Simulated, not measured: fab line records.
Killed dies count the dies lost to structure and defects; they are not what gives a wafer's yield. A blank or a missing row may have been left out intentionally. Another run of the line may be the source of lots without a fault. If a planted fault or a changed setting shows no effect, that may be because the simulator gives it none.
Which tool did it?	flow n5-finfet	24 lots with 72 wafers sampled at 6 steps, on a route of 1938 steps

WHAT THE GAUGES SHOWED, per wafer
N5_BEOL_M7_CD_MEAS_35 targets a cd of 40 nm. Usual: cd-nm at 39.7 nm, with a standard deviation of 0.7.
lot	measured	on	cd-nm (nm)	flag
L074	day 9 16:21	cd-sem-03	39.9 39.8 40.3	
L075	day 9 19:47	cd-sem-01	39.1 39.0 40.9	
L076	day 10 02:49	cd-sem-02	40.6 40.5 39.9	
L077	day 10 06:50	cd-sem-03	38.9 40.1 40.4	
L078	day 10 07:14	cd-sem-02	40.2 39.6 39.7	
L081	day 10 23:36	cd-sem-02	39.4 39.5 39.5	
L080	day 11 00:04	cd-sem-03	39.7 39.5 38.5	
L079	day 11 01:55	cd-sem-01	39.2 38.0 38.9	
L083	day 11 13:25	cd-sem-03	40.0 40.1 40.7	
L082	day 11 21:48	cd-sem-01	41.3 39.2 39.9	
L084	day 12 08:23	cd-sem-02	39.8 40.6 39.3	
L086	day 12 08:05	cd-sem-03	38.8 40.3 39.5	
L085	day 12 12:02	cd-sem-02	39.5 39.3 38.8	
L087	day 12 20:27	cd-sem-01	40.1 38.9 40.3	
L088	day 13 05:23	cd-sem-01	40.7 40.2 39.4	
L089	day 13 05:46	cd-sem-03	40.4 40.7 40.0	
L090	day 13 07:40	cd-sem-01	40.4 39.8 39.1	
L091	day 14 02:05	cd-sem-01	39.9 40.1 39.4	
L093	day 14 04:32	cd-sem-03	37.8 37.8 38.6	
L092	day 14 10:32	cd-sem-02	41.1 39.8 40.5	
L095	day 15 02:00	cd-sem-03	39.8 41.1 38.9	
L094	day 15 05:13	cd-sem-01	40.5 38.7 39.0	
L097	day 15 14:44	cd-sem-02	40.2 39.5 39.2	
L096	day 15 14:44	cd-sem-01	39.0 39.3 40.2	

N5_BEOL_M7_RS_MEAS_57: the measuring method here is four-point-probe. Usual: M7_RS gives 0.287 ohm/sq (standard deviation 0.0099).
lot	measured	on	M7_RS (ohm/sq)	flag
L074	day 9 18:38	film-metro-01	0.284 0.278 0.282	
L075	day 9 22:18	film-metro-02	0.276 0.320 0.282	
L076	day 10 05:27	film-metro-02	0.282 0.270 0.270	
L077	day 10 10:02	film-metro-02	0.304 0.285 0.281	
L078	day 10 10:20	film-metro-01	0.295 0.300 0.279	
L081	day 11 02:40	film-metro-02	0.281 0.308 0.288	
L080	day 11 02:43	film-metro-01	0.279 0.275 0.278	
L079	day 11 04:21	film-metro-02	0.281 0.292 0.288	
L083	day 11 17:16	film-metro-01	0.285 0.279 0.266	
L082	day 12 00:32	film-metro-02	0.277 0.296 0.291	
L084	day 12 10:37	film-metro-01	0.277 0.290 0.280	
L086	day 12 10:29	film-metro-02	0.280 0.294 0.291	
L085	day 12 16:17	film-metro-02	0.284 0.307 0.300	
L087	day 12 23:19	film-metro-01	0.277 0.287 0.284	
L088	day 13 07:30	film-metro-01	0.298 0.278 0.297	
L089	day 13 08:37	film-metro-01	0.288 0.280 0.287	
L090	day 13 11:25	film-metro-01	0.282 0.282 0.274	
L091	day 14 06:13	film-metro-02	0.287 0.277 0.291	
L093	day 14 09:45	film-metro-02	0.282 0.276 0.282	
L092	day 14 15:05	film-metro-02	0.279 0.271 0.292	
L095	day 15 07:14	film-metro-02	0.284 0.285 0.285	
L094	day 15 08:19	film-metro-02	0.290 0.288 0.287	
L097	day 15 20:19	film-metro-02	0.288 0.302 0.304	
L096	day 15 21:32	film-metro-02	0.270 0.281 0.296	

EACH LOT AND THE TOOL THAT RAN IT (in order: tool; ch and the chambers of the sampled wafers; start)
lot	N5_BEOL_M7_HM_OPEN_17	N5_BEOL_M7_ETCH_65	N5_BEOL_M7_ETCH_66	N5_BEOL_M7_SURFACE_TREAT_79
L074	rie-metal-01 ch 0,1, day 9 11:31	rie-diel-03 ch 1,2, day 9 15:49	rie-diel-03 ch 1,2, day 9 15:51	pvd-sputter-02, day 9 17:10
L075	rie-metal-01 ch 0,1, day 9 17:02	rie-diel-05 ch 0,1,2, day 9 19:16	rie-diel-05 ch 0,1,2, day 9 19:17	pvd-sputter-02, day 9 20:43
L076	rie-metal-02 ch 0,1, day 10 00:56	rie-diel-05 ch 0,3, day 10 02:17	rie-diel-05 ch 0,3, day 10 02:19	pvd-sputter-01, day 10 04:14
L077	rie-metal-01 ch 0,1, day 10 04:13	rie-diel-05 ch 0,2, day 10 06:18	rie-diel-05 ch 0,2, day 10 06:19	pvd-sputter-03, day 10 08:13
L078	rie-metal-02 ch 0,1, day 10 04:28	rie-diel-05 ch 1,2,3, day 10 06:42	rie-diel-05 ch 1,2,3, day 10 06:43	pvd-sputter-03, day 10 08:42
L081	rie-metal-03 ch 0, day 10 21:14	rie-diel-05 ch 0,1,2, day 10 23:04	rie-diel-05 ch 0,1,2, day 10 23:05	pvd-sputter-01, day 11 01:22
L080	rie-metal-03 ch 0,1, day 10 21:50	rie-diel-06 ch 1,3, day 10 23:31	rie-diel-06 ch 1,3, day 10 23:33	pvd-sputter-01, day 11 01:25
L079	rie-metal-02 ch 1, day 11 00:30	rie-diel-03 ch 0,1,3, day 11 01:22	rie-diel-03 ch 0,1,3, day 11 01:24	pvd-sputter-01, day 11 03:07
L083	rie-metal-03 ch 0,1, day 11 11:19	rie-diel-06 ch 1,2,3, day 11 12:53	rie-diel-06 ch 1,2,3, day 11 12:55	pvd-sputter-01, day 11 15:59
L082	rie-metal-03 ch 0, day 11 16:38	rie-diel-03 ch 2,3, day 11 21:16	rie-diel-03 ch 2,3, day 11 21:18	pvd-sputter-01, day 11 22:36
L084	rie-metal-02 ch 0,1, day 12 05:22	rie-diel-06 ch 1,2,3, day 12 07:51	rie-diel-06 ch 1,2,3, day 12 07:53	pvd-sputter-02, day 12 09:17
L086	rie-metal-03 ch 0,1, day 12 05:34	rie-diel-06 ch 0,2, day 12 07:27	rie-diel-06 ch 0,2, day 12 07:29	pvd-sputter-02, day 12 09:14
L085	rie-metal-02 ch 0,1, day 12 10:11	rie-diel-05 ch 1,2,3, day 12 11:31	rie-diel-05 ch 1,2,3, day 12 11:32	pvd-sputter-01, day 12 14:34
L087	rie-metal-01 ch 0,1, day 12 19:03	rie-diel-06 ch 1,2,3, day 12 19:55	rie-diel-06 ch 1,2,3, day 12 19:57	pvd-sputter-03, day 12 21:55
L088	rie-metal-02 ch 0,1, day 13 02:39	rie-diel-05 ch 1,2,3, day 13 04:52	rie-diel-05 ch 1,2,3, day 13 04:53	pvd-sputter-03, day 13 06:17
L089	rie-metal-02 ch 0,1, day 13 02:55	rie-diel-03 ch 0,1,3, day 13 05:14	rie-diel-03 ch 0,1,3, day 13 05:16	pvd-sputter-03, day 13 07:09
L090	rie-metal-03 ch 0,1, day 13 06:04	rie-diel-05 ch 0,1,3, day 13 07:08	rie-diel-05 ch 0,1,3, day 13 07:10	pvd-sputter-01, day 13 10:17
L091	rie-metal-01 ch 0,1, day 13 23:09	rie-diel-06 ch 0,1,2, day 14 01:32	rie-diel-06 ch 0,1,2, day 14 01:34	pvd-sputter-02, day 14 03:01
L093	rie-metal-02 ch 0,1, day 14 03:05	rie-diel-06 ch 2,3, day 14 04:00	rie-diel-06 ch 2,3, day 14 04:02	pvd-sputter-03, day 14 06:39
L092	rie-metal-01 ch 0,1, day 14 07:17	rie-diel-06 ch 0,2,3, day 14 10:01	rie-diel-06 ch 0,2,3, day 14 10:02	pvd-sputter-03, day 14 12:13
L095	rie-metal-02 ch 0,1, day 14 22:31	rie-diel-06 ch 1,2, day 15 01:27	rie-diel-06 ch 1,2, day 15 01:29	pvd-sputter-02, day 15 05:04
L094	rie-metal-02 ch 0,1, day 15 02:48	rie-diel-03 ch 0,3, day 15 04:41	rie-diel-03 ch 0,3, day 15 04:42	pvd-sputter-02, day 15 06:28
L097	rie-metal-01 ch 0,1, day 15 12:18	rie-diel-03 ch 1,3, day 15 14:12	rie-diel-03 ch 1,3, day 15 14:14	pvd-sputter-01, day 15 15:55
L096	rie-metal-02 ch 0,1, day 15 12:39	rie-diel-06 ch 0,3, day 15 14:12	rie-diel-06 ch 0,3, day 15 14:14	pvd-sputter-03, day 15 17:19
- N5_BEOL_M7_HM_OPEN_17: chemistry Cl2/BCl3, target TiN, target depth 20 nm, overetch 6 nm.
- N5_BEOL_M7_ETCH_65: etches SiARC in CF4, target depth 15.6 nm, time 26 s.
- N5_BEOL_M7_ETCH_66: etches SOC in N2/H2, target depth 80 nm, overetch 16 nm, time 120 s.
- N5_BEOL_M7_SURFACE_TREAT_79

WHAT THE TOOLS THEMSELVES READ (means of the sampled wafers that have a number; where no wafer has one, the mark that the record gives instead)
N5_BEOL_M7_HM_OPEN_17. Usual: drypump-motor-current-A 5.3 A, standard deviation 0.58; oes-product-au 0.66 a.u., standard deviation 0.065; throttle-valve-pct 22.19 %, standard deviation 0.12.
lot	tool	drypump-motor-current-A (A)	oes-product-au (a.u.)	throttle-valve-pct (%)	flag
L074	rie-metal-01	5.3	0.66	22.23	
L075	rie-metal-01	5.8	0.63	22.29	
L076	rie-metal-02	5.1	0.60	22.19	
L077	rie-metal-01	5.3	0.66	22.23	
L078	rie-metal-02	5.4	0.56	22.20	
L081	rie-metal-03	5.5	0.69	22.07	
L080	rie-metal-03	5.3	0.67	22.16	
L079	rie-metal-02	4.7	0.63	22.17	
L083	rie-metal-03	5.1	0.65	22.27	
L082	rie-metal-03	5.5	0.67	22.07	
L084	rie-metal-02	5.1	0.69	22.12	
L086	rie-metal-03	5.3	0.67	22.17	
L085	rie-metal-02	5.1	0.69	22.12	
L087	rie-metal-01	5.4	0.65	22.24	
L088	rie-metal-02	5.1	0.68	22.11	
L089	rie-metal-02	5.1	0.68	22.11	
L090	rie-metal-03	5.3	0.66	22.16	
L091	rie-metal-01	5.3	0.65	22.23	
L093	rie-metal-02	5.1	0.67	22.13	
L092	rie-metal-01	5.8	0.62	22.30	
L095	rie-metal-02	5.4	0.70	22.08	
L094	rie-metal-02	5.4	0.71	22.07	
L097	rie-metal-01	5.8	0.61	22.29	
L096	rie-metal-02	5.5	0.70	22.09	

N5_BEOL_M7_ETCH_65. Usual: drypump-motor-current-A 5.72 A, standard deviation 0.29; etch-rf-on-time-s 25.8 s, standard deviation 1; oes-product-au 0.68 a.u., standard deviation 0.068; rf-vpp-V 184.0 V, standard deviation 1.2; showerhead-plenum-p-Torr 2.13 Torr, standard deviation 0.084; throttle-valve-pct 15.67 %, standard deviation 0.18.
lot	tool	drypump-motor-current-A (A)	etch-rf-on-time-s (s)	oes-product-au (a.u.)	rf-vpp-V (V)	showerhead-plenum-p-Torr (Torr)	throttle-valve-pct (%)	flag
L074	rie-diel-03	5.97	24.8	0.65	183.3	2.12	15.70	
L075	rie-diel-05	5.54	26.1	0.68	185.3	2.18	15.78	
L076	rie-diel-05	5.66	26.1	0.76	183.9	2.18	15.83	
L077	rie-diel-05	5.44	26.3	0.72	184.8	2.17	15.83	
L078	rie-diel-05	5.66	26.8	0.64	184.7	2.18	15.77	
L081	rie-diel-05	5.53	25.8	0.67	185.0	2.18	15.78	
L080	rie-diel-06	5.79	24.7	0.66	183.2	2.05	15.59	
L079	rie-diel-03	6.02	25.9	0.68	184.1	2.10	15.67	
L083	rie-diel-06	5.61	25.1	0.70	185.0	2.13	15.57	
L082	rie-diel-03	5.81	25.9	0.62	183.4	2.05	15.85	
L084	rie-diel-06	5.63	25.1	0.70	183.2	2.13	15.59	
L086	rie-diel-06	5.40	25.5	0.78	184.5	2.22	15.45	
L085	rie-diel-05	5.69	26.8	0.63	184.0	2.18	15.81	
L087	rie-diel-06	5.60	24.9	0.70	184.3	2.13	15.60	
L088	rie-diel-05	5.68	26.6	0.63	184.0	2.18	15.82	
L089	rie-diel-03	6.02	25.6	0.67	183.2	2.09	15.71	
L090	rie-diel-05	5.74	26.0	0.69	184.8	2.19	15.80	
L091	rie-diel-06	5.52	26.0	0.70	184.1	2.14	15.54	
L093	rie-diel-06	5.51	25.2	0.73	185.9	2.21	15.55	
L092	rie-diel-06	5.60	25.8	0.70	184.4	2.13	15.52	
L095	rie-diel-06	5.53	25.5	0.67	184.3	2.12	15.68	
L094	rie-diel-03	5.92	26.9	0.64	183.7	2.05	15.81	
L097	rie-diel-03	5.80	26.0	0.62	183.1	2.07	15.93	
L096	rie-diel-06	5.75	25.6	0.65	182.8	2.05	15.54	

N5_BEOL_M7_ETCH_66. Usual: drypump-motor-current-A 5.73 A, standard deviation 0.29; oes-product-au 0.61 a.u., standard deviation 0.059; rf-vpp-V 523.4 V, standard deviation 2.8; showerhead-plenum-p-Torr 2.53 Torr, standard deviation 0.11; throttle-valve-pct 17.89 %, standard deviation 0.19.
lot	tool	drypump-motor-current-A (A)	oes-product-au (a.u.)	rf-vpp-V (V)	showerhead-plenum-p-Torr (Torr)	throttle-valve-pct (%)	flag
L074	rie-diel-03	6.00	0.57	523.1	2.51	17.88	
L075	rie-diel-05	5.55	0.61	524.8	2.58	17.85	
L076	rie-diel-05	5.66	0.68	525.4	2.61	18.12	
L077	rie-diel-05	5.46	0.65	524.2	2.57	17.95	
L078	rie-diel-05	5.69	0.58	525.0	2.57	17.87	
L081	rie-diel-05	5.52	0.60	524.5	2.58	17.86	
L080	rie-diel-06	5.81	0.57	520.8	2.43	17.77	
L079	rie-diel-03	6.05	0.61	522.6	2.49	17.89	
L083	rie-diel-06	5.61	0.62	523.8	2.53	17.83	
L082	rie-diel-03	5.82	0.56	520.6	2.42	18.02	
L084	rie-diel-06	5.62	0.61	523.9	2.53	17.86	
L086	rie-diel-06	5.42	0.69	527.2	2.65	17.80	
L085	rie-diel-05	5.67	0.57	524.7	2.57	17.89	
L087	rie-diel-06	5.62	0.61	523.0	2.53	17.85	
L088	rie-diel-05	5.68	0.57	525.0	2.57	17.89	
L089	rie-diel-03	6.02	0.59	522.4	2.48	17.93	
L090	rie-diel-05	5.77	0.61	525.1	2.61	18.05	
L091	rie-diel-06	5.53	0.62	523.8	2.54	17.87	
L093	rie-diel-06	5.54	0.65	526.0	2.62	17.83	
L092	rie-diel-06	5.59	0.63	523.6	2.53	17.77	
L095	rie-diel-06	5.55	0.59	522.2	2.53	17.99	
L094	rie-diel-03	5.96	0.59	520.8	2.43	18.00	
L097	rie-diel-03	5.79	0.56	520.9	2.46	18.13	
L096	rie-diel-06	5.78	0.58	520.6	2.43	17.72	

THE ANSWER, worked out from the rows above alone
Rule: lot off if the mean of its wafers having a number is beyond 3 standard deviations from the usual mean. Also off: a lot with no number at a reading for which 4 or more lots have one. Any other lot the step has rows for is counted as sound. First the gauges in route order, then the tools' own readings, where a lot's mean is used as printed above. At the first step where some lot is off, the reading lying furthest off is the one used; lots without a number count as furthest.
None of the lots is off at any reading shown; this tells nothing.

WHAT THE SIMULATOR HAD PUT IN
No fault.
